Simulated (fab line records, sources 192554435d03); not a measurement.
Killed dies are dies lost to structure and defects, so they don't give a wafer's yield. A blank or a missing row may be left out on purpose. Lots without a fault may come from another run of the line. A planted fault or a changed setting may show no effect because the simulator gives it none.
Chamber matching | flow n5_finfet | N5_BEOL_M15_ETCH_61 on rie_diel-06: 4 sister chambers
The step etches BARC in N2/H2, target depth 89 nm, overetch 26.7 nm, time 67.9 s. 4 wafers are shown with their chamber, then 12 later ones without.

WAFERS WITH THEIR CHAMBER
wafer  | chamber | showerhead_plenum_p_Torr (Torr)
L083.3 | 1       | 2.53
L088.2 | 2       | 2.47
L088.3 | 3       | 2.42
L088.4 | 0       | 2.60

WAFERS WITHOUT THEIR CHAMBER
wafer  | showerhead_plenum_p_Torr (Torr)
L090.1 | 2.47
L090.3 | 2.53
L090.4 | 2.60
L087.1 | 2.42
L087.3 | 2.53
L087.5 | 2.42
L091.3 | 2.53
L091.4 | 2.46
L091.5 | 2.53
L096.3 | 2.41
L096.4 | 2.46
L096.5 | 2.52

WHICH CHAMBER EACH WENT THROUGH
wafer  | from the rows above | in truth
L090.1 | 2                   | 2
L090.3 | 1                   | 1
L090.4 | 0                   | 0
L087.1 | 3                   | 3
L087.3 | 1                   | 1
L087.5 | 3                   | 3
L091.3 | 1                   | 1
L091.4 | 2                   | 2
L091.5 | 1                   | 1
L096.3 | 3                   | 3
L096.4 | 2                   | 2
L096.5 | 1                   | 1
Placed correctly: 12 of 12. Can't be placed from these rows: 0. Placed wrongly: 0.
How it was worked out, from the rows above alone: a wafer's distance from a chamber is the root of the sum, over the readings, of the square of ((its reading less the chamber's mean) divided by the reading's scatter). The wafer belongs to the nearest chamber; if the next one is less than 2 further off, it can't be placed. A chamber's mean is the mean of its shown wafers. The scatter: with one shown wafer a chamber, the root of the mean of the squares of how far each hidden wafer lies from its nearest shown one.
